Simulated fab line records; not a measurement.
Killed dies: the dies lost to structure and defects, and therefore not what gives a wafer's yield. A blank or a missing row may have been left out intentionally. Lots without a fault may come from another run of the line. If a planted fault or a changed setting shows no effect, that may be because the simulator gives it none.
Chamber matching / flow n5-finfet / uv-cure-02 running N5_BEOL_M5_CURE_80: 3 sister chambers
The step cures SiCOH lowk, time 120 s. 18 wafers are shown with their chamber, then 9 later ones without.

WAFERS PAIRED WITH THEIR CHAMBERS
wafer=L075.3; chamber=1; lamp-power-pct (%)=52.26; wafer_temp_C_max=371.8
wafer=L075.4; chamber=1; lamp-power-pct (%)=52.32; wafer_temp_C_max=371.5
wafer=L075.6; chamber=1; lamp-power-pct (%)=52.33; wafer_temp_C_max=371.8
wafer=L078.2; chamber=0; lamp-power-pct (%)=52.32; wafer_temp_C_max=372.0
wafer=L078.4; chamber=0; lamp-power-pct (%)=52.28; wafer_temp_C_max=371.7
wafer=L078.5; chamber=0; lamp-power-pct (%)=52.20; wafer_temp_C_max=371.9
wafer=L082.1; chamber=2; lamp-power-pct (%)=52.42; wafer_temp_C_max=371.7
wafer=L082.4; chamber=2; lamp-power-pct (%)=52.32; wafer_temp_C_max=371.7
wafer=L082.5; chamber=2; lamp-power-pct (%)=52.32; wafer_temp_C_max=371.3
wafer=L087.1; chamber=0; lamp-power-pct (%)=52.28; wafer_temp_C_max=372.4
wafer=L087.2; chamber=0; lamp-power-pct (%)=52.37; wafer_temp_C_max=371.9
wafer=L087.6; chamber=0; lamp-power-pct (%)=52.33; wafer_temp_C_max=372.0
wafer=L087.3; chamber=0; lamp-power-pct (%)=52.34; wafer_temp_C_max=372.2
wafer=L087.4; chamber=0; lamp-power-pct (%)=52.38; wafer_temp_C_max=371.4
wafer=L087.5; chamber=0; lamp-power-pct (%)=52.20; wafer_temp_C_max=371.1
wafer=L090.1; chamber=2; lamp-power-pct (%)=52.40; wafer_temp_C_max=371.1
wafer=L090.5; chamber=2; lamp-power-pct (%)=52.34; wafer_temp_C_max=371.4
wafer=L090.6; chamber=2; lamp-power-pct (%)=52.33; wafer_temp_C_max=371.8

SIGNATURES, as means of the wafers listed above
reading=lamp-power-pct; chamber 0=52.3000; chamber 1=52.3033; chamber 2=52.3550; scatter within a chamber=0.0562
reading=wafer_temp_C_max; chamber 0=371.844; chamber 1=371.700; chamber 2=371.500; scatter within a chamber=0.337
Rule: distance of a wafer from a chamber = root of the sum over the readings of ((wafer's reading minus chamber's mean) / reading's scatter) squared. If the next closest chamber is less than 2 further off than the closest, the wafer can't be placed; otherwise it belongs to the closest. The scatter: the root of (the sum of the squares of (reading less its chamber's mean) over the shown wafers, divided by (wafers less chambers)).

WAFERS WITHOUT THEIR CHAMBER
wafer=L090.2; lamp-power-pct (%)=52.35; wafer_temp_C_max=372.0
wafer=L090.3; lamp-power-pct (%)=52.40; wafer_temp_C_max=371.4
wafer=L090.4; lamp-power-pct (%)=52.27; wafer_temp_C_max=371.2
wafer=L091.1; lamp-power-pct (%)=52.32; wafer_temp_C_max=372.0
wafer=L091.3; lamp-power-pct (%)=52.33; wafer_temp_C_max=371.8
wafer=L091.4; lamp-power-pct (%)=52.40; wafer_temp_C_max=372.0
wafer=L097.4; lamp-power-pct (%)=52.25; wafer_temp_C_max=371.3
wafer=L097.5; lamp-power-pct (%)=52.39; wafer_temp_C_max=371.4
wafer=L097.6; lamp-power-pct (%)=52.37; wafer_temp_C_max=371.6

EACH ONE'S CHAMBER
wafer=L090.2; from the rows above=can't be placed: 0 or 1 or 2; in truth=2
wafer=L090.3; from the rows above=can't be placed: 2 or 1 or 0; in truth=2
wafer=L090.4; from the rows above=can't be placed: 1 or 2 or 0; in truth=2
wafer=L091.1; from the rows above=can't be placed: 0 or 1 or 2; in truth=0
wafer=L091.3; from the rows above=can't be placed: 0 or 1 or 2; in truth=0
wafer=L091.4; from the rows above=can't be placed: 2 or 0 or 1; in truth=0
wafer=L097.4; from the rows above=can't be placed: 1 or 0 or 2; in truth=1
wafer=L097.5; from the rows above=can't be placed: 2 or 1 or 0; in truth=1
wafer=L097.6; from the rows above=can't be placed: 2 or 1 or 0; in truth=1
Correctly placed: 0 of 9. Can't be placed from these rows: 9 (the true chamber is among the candidates in 9). 0 placed wrongly.
